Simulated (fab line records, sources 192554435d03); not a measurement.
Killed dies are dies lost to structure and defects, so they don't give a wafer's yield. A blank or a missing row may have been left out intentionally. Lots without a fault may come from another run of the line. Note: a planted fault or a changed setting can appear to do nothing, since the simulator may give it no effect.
Matching of chambers	flow n5-finfet	4 sister chambers for N5_BEOL_M13_ETCH_59 on rie-diel-06
The step etches BARC in N2/H2, target depth 89 nm, overetch 26.7 nm, time 67.9 s. 8 wafers are shown with their chamber, then 8 later ones without.

== WAFERS PAIRED WITH THEIR CHAMBERS ==
wafer	chamber	showerhead-plenum-p-Torr (Torr)	throttle-valve-pct (%)
L759.2	0	2.41	17.98
L761.1	1	2.49	17.65
L758.2	3	2.63	17.83
L758.3	0	2.40	18.00
L763.2	2	2.65	17.59
L763.3	1	2.48	17.65
L763.4	3	2.63	17.81
L766.1	2	2.65	17.60

== WAFERS MISSING THEIR CHAMBER ==
wafer	showerhead-plenum-p-Torr (Torr)	throttle-valve-pct (%)
L766.5	2.65	17.58
L766.6	2.63	17.84
L770.1	2.64	17.59
L770.2	2.40	17.99
L770.6	2.40	18.01
L768.1	2.40	18.01
L768.3	2.64	17.58
L768.4	2.48	17.68

== WHICH CHAMBER EACH ONE RAN IN ==
wafer	from the rows above	in truth
L766.5	2	2
L766.6	3	3
L770.1	2	2
L770.2	0	0
L770.6	0	0
L768.1	0	0
L768.3	2	2
L768.4	1	1
Correct placement for 8 of the 8. Number that these rows cannot place: 0. Number placed wrongly: 0.
How it was worked out, from the rows above alone: a wafer's distance from a chamber is the root of the sum, over the readings, of the square of ((its reading less the chamber's mean) divided by the reading's scatter). The wafer belongs to the nearest chamber; if the next one is less than 2 further off, it can't be placed. Each chamber's mean is taken over the wafers shown for it. The scatter is the square root of a quotient: the sum, over the shown wafers, of each reading's squared deviation from its chamber's mean, divided by wafers minus chambers.
